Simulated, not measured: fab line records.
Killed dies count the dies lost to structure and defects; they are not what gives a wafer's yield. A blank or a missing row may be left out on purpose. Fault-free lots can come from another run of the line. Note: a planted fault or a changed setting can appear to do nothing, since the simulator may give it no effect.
Which tool did it? ; flow nand harc ; 24 lots, 72 wafers sampled, at 5 steps of a route of 1159

## WHAT THE GAUGES SHOWED, per wafer
NHARC_A_CHANNEL_HOLE_D1_CD_MEAS_10: the cd target is 100 nm. Usual: 100.1 nm for cd nm, sd 0.52.
lot;measured;on;cd nm (nm);flag
L074;day 8 03:32;cd sem-03;100.5 100.1 100.0;
L075;day 8 03:16;cd sem-03;100.2 100.9 99.5;
L076;day 8 20:52;cd sem-01;99.3 99.6 99.4;
L077;day 8 21:19;cd sem-01;100.1 99.8 99.9;
L078;day 9 10:51;cd sem-01;100.6 100.4 100.2;
L079;day 9 10:01;cd sem-01;100.0 99.8 99.6;
L081;day 9 15:47;cd sem-02;100.7 100.4 99.4;
L080;day 9 16:11;cd sem-01;99.9 100.1 100.1;
L083;day 10 09:21;cd sem-02;100.0 100.1 99.2;
L082;day 10 10:35;cd sem-03;99.9 100.5 100.2;
L084;day 11 04:16;cd sem-01;100.2 99.6 99.6;
L085;day 11 10:19;cd sem-03;100.8 101.3 100.7;
L086;day 11 10:37;cd sem-02;99.8 100.2 100.3;
L087;day 11 19:51;cd sem-02;101.5 100.7 100.8;
L088;day 11 19:24;cd sem-02;100.0 100.5 100.9;
L090;day 12 08:02;cd sem-03;100.2 99.8 99.9;
L089;day 12 08:15;cd sem-03;99.9 100.2 100.8;
L092;day 12 13:05;cd sem-03;101.0 100.1 100.0;
L091;day 12 12:47;cd sem-03;101.0 100.5 100.4;
L093;day 12 21:29;cd sem-03;99.8 99.7 100.1;
L094;day 13 06:05;cd sem-03;99.7 100.3 99.8;
L095;day 13 17:26;cd sem-01;100.8 99.5 100.3;
L096;day 13 16:40;cd sem-01;100.3 100.7 99.7;
L097;day 14 01:00;cd sem-02;99.7 99.9 99.7;

## EACH LOT AND THE TOOL THAT RAN IT (in order: tool; ch and the chambers of the sampled wafers; start)
lot;NHARC_P_M1_PRE_CLEAN_32;NHARC_P_M2_ETCH_15;NHARC_P_M2_ETCH_28;NHARC_A_ZERO_WELL_DESCUM_12
L074;pecvd-02 ch 0,1,2, day 6 03:16;rie diel-13 ch 1,2,3, day 6 13:20 or earlier;rie diel-13 ch 1,2,3, day 6 13:20 or earlier;rie diel-12 ch 0,2,3, day 6 13:20
L075;pecvd-04 ch 1,2, day 6 05:13;rie diel-13 ch 0,1,2, day 6 15:03 or earlier;rie diel-10 ch 0,1,2, day 6 15:03 or earlier;rie diel-06 ch 0,2,3, day 6 15:03
L076;pecvd-04 ch 0,1,2, day 6 16:48;rie diel-09 ch 0,1,2, day 7 02:50 or earlier;rie diel-10 ch 0,3, day 7 02:50 or earlier;rie diel-06 ch 0,1,3, day 7 02:50
L077;pecvd-03 ch 1,2, day 6 20:05;rie diel-13 ch 0,2, day 7 06:13 or earlier;rie diel-10 ch 0,1, day 7 06:13 or earlier;rie diel-12 ch 1,2, day 7 06:13
L078;pecvd-03 ch 0,2, day 7 06:27;rie diel-13 ch 0,1,2, day 7 18:35 or earlier;rie diel-10 ch 0,1,2, day 7 18:35 or earlier;rie diel-12 ch 0,3, day 7 18:35
L079;pecvd-03 ch 0,1,2, day 7 07:22;rie diel-13 ch 0,1,3, day 7 19:31 or earlier;rie diel-13 ch 0,1,2, day 7 19:31 or earlier;rie diel-06 ch 0,1, day 7 19:31
L081;pecvd-04 ch 0,1,2, day 7 15:13;rie diel-13 ch 0,1,2, day 8 01:37 or earlier;rie diel-13 ch 0,1,3, day 8 01:37 or earlier;rie diel-06 ch 1,2,3, day 8 01:37
L080;pecvd-04 ch 1,2, day 7 16:54;rie diel-13 ch 0,1,3, day 8 02:56 or earlier;rie diel-13 ch 1,2,3, day 8 02:56 or earlier;rie diel-11 ch 0,1,3, day 8 02:56
L083;pecvd-03 ch 0,1, day 8 07:08;rie diel-13 ch 0,1, day 8 17:08 or earlier;rie diel-13 ch 1,2, day 8 17:08 or earlier;rie diel-11 ch 0,2, day 8 17:08
L082;pecvd-03 ch 0,1,2, day 8 09:52;rie diel-13 ch 0,1, day 8 20:00 or earlier;rie diel-13 ch 1,2, day 8 20:00 or earlier;rie diel-06 ch 0,3, day 8 20:00
L084;pecvd-03 ch 0,1,2, day 8 17:56;rie diel-10 ch 1,2,3, day 9 04:06 or earlier;rie diel-09 ch 1,2, day 9 04:06 or earlier;rie diel-06 ch 0,1,3, day 9 04:06
L085;pecvd-03 ch 0,1, day 9 08:25;rie diel-13 ch 1,3, day 9 10:23 or earlier;rie diel-10 ch 0,2, day 9 10:23;rie diel-06 ch 0,1, day 9 18:23
L086;pecvd-02 ch 0,1,2, day 9 09:31;rie diel-09 ch 0,2,3, day 9 19:49 or earlier;rie diel-10 ch 0,2,3, day 9 19:49 or earlier;rie diel-06 ch 1,2,3, day 9 19:49
L087;pecvd-03 ch 0,1,2, day 9 14:35;rie diel-09 ch 2,3, day 10 00:36 or earlier;rie diel-13 ch 1,2,3, day 10 00:36 or earlier;rie diel-11 ch 0,3, day 10 00:36
L088;pecvd-04 ch 0,1,2, day 9 16:40;rie diel-13 ch 0,1,2, day 10 02:28 or earlier;rie diel-13 ch 0,1,2, day 10 02:28 or earlier;rie diel-11 ch 0,1,2, day 10 02:28
L090;pecvd-03 ch 0,1, day 10 07:41;rie diel-13 ch 1,2,3, day 10 18:10 or earlier;rie diel-13 ch 2,3, day 10 18:10 or earlier;rie diel-06 ch 1,2, day 10 18:10
L089;pecvd-03 ch 0,1,2, day 10 08:25;rie diel-09 ch 0,1,3, day 10 18:46 or earlier;rie diel-10 ch 0,1,3, day 10 18:46 or earlier;rie diel-12 ch 1,3, day 10 18:46
L092;pecvd-03 ch 0,2, day 10 11:51;rie diel-13 ch 2,3, day 10 22:49 or earlier;rie diel-13 ch 2,3, day 10 22:49 or earlier;rie diel-06 ch 1,3, day 10 22:49
L091;pecvd-03 ch 1,2, day 10 12:37;rie diel-10 ch 0,1,3, day 10 23:14 or earlier;rie diel-10 ch 2,3, day 10 23:14 or earlier;rie diel-11 ch 2,3, day 10 23:14
L093;pecvd-02 ch 0,2, day 10 17:57;rie diel-13 ch 0,3, day 11 03:58 or earlier;rie diel-13 ch 0,2,3, day 11 03:58 or earlier;rie diel-12 ch 0,1,2, day 11 03:58
L094;pecvd-03 ch 0,1, day 11 01:13;rie diel-10 ch 1,2,3, day 11 11:37 or earlier;rie diel-13 ch 1,2,3, day 11 11:37 or earlier;rie diel-12 ch 1,2,3, day 11 11:37
L095;pecvd-02 ch 1, day 11 07:23;rie diel-13 ch 1,2,3, day 11 17:47 or earlier;rie diel-13 ch 0,1, day 11 17:47 or earlier;rie diel-12 ch 1,2,3, day 11 17:47
L096;pecvd-02 ch 0,1, day 11 08:45;rie diel-13 ch 0,2, day 11 19:04 or earlier;rie diel-13 ch 0,2, day 11 19:04 or earlier;rie diel-06 ch 0,2,3, day 11 19:04
L097;pecvd-04 ch 0,2, day 11 21:29;rie diel-13 ch 0,3, day 12 07:29 or earlier;rie diel-09 ch 1,2,3, day 12 07:29 or earlier;rie diel-06 ch 0,1,2, day 12 07:29
- NHARC_P_M1_PRE_CLEAN_32: time 12 s.
- NHARC_P_M2_ETCH_15: etches the open film in C4F8/Ar, target depth 182.5 nm, time 91.2 s.
- NHARC_P_M2_ETCH_28: etches the open film in CF4/N2, target depth 30 nm, time 72.99 s.
- NHARC_A_ZERO_WELL_DESCUM_12: chemistry O2, time 3 s.

## WHAT THE TOOLS THEMSELVES READ (means of the sampled wafers that have a number; where no wafer has one, the mark that the record gives instead)
NHARC_P_M1_PRE_CLEAN_32. Usual: heater power outer w 351 W, standard deviation 64; heater power w 596 W, standard deviation 75.
lot;tool;heater power outer w (W);heater power w (W);flag
L074;pecvd-02;429;682;
L075;pecvd-04;335;585;
L076;pecvd-04;306;545;
L077;pecvd-03;321;573;
L078;pecvd-03;335;592;
L079;pecvd-03;344;599;
L081;pecvd-04;323;560;
L080;pecvd-04;316;562;
L083;pecvd-03;374;642;
L082;pecvd-03;344;593;
L084;pecvd-03;343;594;
L085;pecvd-03;347;600;
L086;pecvd-02;405;645;
L087;pecvd-03;344;589;
L088;pecvd-04;326;563;
L090;pecvd-03;376;624;
L089;pecvd-03;322;571;
L092;pecvd-03;338;579;
L091;pecvd-03;319;561;
L093;pecvd-02;449;714;
L094;pecvd-03;319;559;
L095;pecvd-02;404;620;
L096;pecvd-02;333;556;
L097;pecvd-04;346;570;

NHARC_P_M2_ETCH_15. Usual: oes product au 0.955 a.u., standard deviation 0.024; rf vpp V 442.5 V, standard deviation 2.3.
lot;tool;oes product au (a.u.);rf vpp V (V);flag
L074;rie diel-13;0.981;442.6;
L075;rie diel-13;0.971;442.4;
L076;rie diel-09;0.927;441.9;
L077;rie diel-13;0.971;442.0;
L078;rie diel-13;0.984;442.0;
L079;rie diel-13;0.970;443.5;
L081;rie diel-13;0.969;442.4;
L080;rie diel-13;0.976;443.4;
L083;rie diel-13;0.985;441.9;
L082;rie diel-13;0.977;441.6;
L084;rie diel-10;0.954;440.6;
L085;rie diel-13;0.975;444.3;
L086;rie diel-09;0.936;441.8;
L087;rie diel-09;0.926;444.6;
L088;rie diel-13;0.932;442.5;
L090;rie diel-13;0.965;443.5;
L089;rie diel-09;0.935;442.4;
L092;rie diel-13;0.937;443.7;
L091;rie diel-10;0.930;441.5;
L093;rie diel-13;0.940;443.8;
L094;rie diel-10;0.920;440.5;
L095;rie diel-13;0.967;443.9;
L096;rie diel-13;0.928;441.1;
L097;rie diel-13;0.969;442.7;

NHARC_P_M2_ETCH_28. Usual: drypump motor current A 5.8 A, standard deviation 0.37; oes product au 1.006 a.u., standard deviation 0.0099; rf vpp V 315.6 V, standard deviation 1.6; showerhead plenum p Torr 2.71 Torr, standard deviation 0.087; throttle valve pct 19.794 %, standard deviation 0.0098.
lot;tool;drypump motor current A (A);oes product au (a.u.);rf vpp V (V);showerhead plenum p Torr (Torr);throttle valve pct (%);flag
L074;rie diel-13;5.8;1.006;315.6;2.73;19.803;
L075;rie diel-10;6.1;1.002;315.5;2.69;19.806;
L076;rie diel-10;5.6;0.997;316.1;2.71;19.789;
L077;rie diel-10;5.7;1.007;313.5;2.58;19.789;
L078;rie diel-10;6.1;0.999;314.3;2.69;19.799;
L079;rie diel-13;5.8;1.003;315.8;2.68;19.791;
L081;rie diel-13;5.9;1.012;315.9;2.72;19.793;
L080;rie diel-13;5.8;1.016;316.1;2.73;19.786;
L083;rie diel-13;6.0;1.015;315.8;2.71;19.795;
L082;rie diel-13;5.7;1.006;315.1;2.69;19.798;
L084;rie diel-09;5.3;1.006;315.7;2.73;19.797;
L085;rie diel-10;6.1;0.995;316.2;2.80;19.802;
L086;rie diel-10;5.9;0.993;316.1;2.75;19.799;
L087;rie diel-13;5.8;1.012;316.3;2.73;19.795;
L088;rie diel-13;5.8;1.009;315.1;2.68;19.795;
L090;rie diel-13;5.6;1.012;315.7;2.76;19.795;
L089;rie diel-10;5.6;0.998;314.2;2.64;19.786;
L092;rie diel-13;5.5;1.015;315.5;2.72;19.791;
L091;rie diel-10;5.9;0.991;315.2;2.70;19.787;
L093;rie diel-13;5.6;1.009;314.9;2.71;19.794;
L094;rie diel-13;5.8;1.001;315.8;2.73;19.799;
L095;rie diel-13;5.9;1.019;315.6;2.67;19.801;
L096;rie diel-13;5.6;1.005;315.4;2.66;19.799;
L097;rie diel-09;5.7;1.002;316.4;2.74;19.795;

NHARC_A_ZERO_WELL_DESCUM_12. Usual: drypump motor current A 5.5 A, standard deviation 0.51; oes product au 1.000 a.u., standard deviation 0.011; rf vpp V 57.8 V, standard deviation 0.89; showerhead plenum p Torr 1.89 Torr, standard deviation 0.097; throttle valve pct 11.312 %, standard deviation 0.0088.
lot;tool;drypump motor current A (A);oes product au (a.u.);rf vpp V (V);showerhead plenum p Torr (Torr);throttle valve pct (%);flag
L074;rie diel-12;5.5;0.992;58.3;1.93;11.315;
L075;rie diel-06;5.5;1.002;57.6;1.89;11.316;
L076;rie diel-06;5.3;1.002;57.5;1.84;11.303;
L077;rie diel-12;5.2;0.998;58.2;1.97;11.309;
L078;rie diel-12;5.5;0.990;58.0;1.84;11.302;
L079;rie diel-06;5.1;0.997;56.8;1.81;11.309;
L081;rie diel-06;5.8;1.009;57.4;1.91;11.309;
L080;rie diel-11;5.9;1.011;57.2;1.96;11.309;
L083;rie diel-11;6.0;1.004;58.1;1.99;11.313;
L082;rie diel-06;5.3;1.004;57.4;1.85;11.312;
L084;rie diel-06;5.3;1.005;56.8;1.84;11.311;
L085;rie diel-06;5.4;1.004;57.7;1.82;11.306;
L086;rie diel-06;5.8;1.003;58.3;1.90;11.308;
L087;rie diel-11;5.4;0.995;58.9;2.04;11.313;
L088;rie diel-11;6.2;1.010;58.5;1.92;11.307;
L090;rie diel-06;5.9;0.999;58.3;1.89;11.317;
L089;rie diel-12;5.2;0.999;58.0;1.83;11.302;
L092;rie diel-06;5.6;0.999;57.4;1.85;11.322;
L091;rie diel-11;5.4;0.994;58.1;2.02;11.313;
L093;rie diel-12;5.2;0.997;57.6;1.88;11.307;
L094;rie diel-12;5.3;1.000;57.4;1.92;11.306;
L095;rie diel-12;5.3;1.001;58.4;1.91;11.315;
L096;rie diel-06;5.5;1.000;57.7;1.89;11.319;
L097;rie diel-06;5.6;1.006;57.2;1.87;11.307;

## THE ANSWER, worked out from the rows above alone
Rule: a lot is off if the mean of its wafers that have a number lies more than 3 standard deviations from the usual mean. Also off: a lot with no number at a reading for which 4 or more lots have one. Where the step has rows for the other lots, those lots are counted as sound. The gauges are gone through in route order, then the tools' own readings, and for those a lot's mean is taken as printed above. The first step at which some lot is off is used, and at that step the reading that is off furthest; a lot without a number counts as furthest.
Nothing can be told from this: no lot is off at any reading shown.

## WHAT THE SIMULATOR HAD INSERTED
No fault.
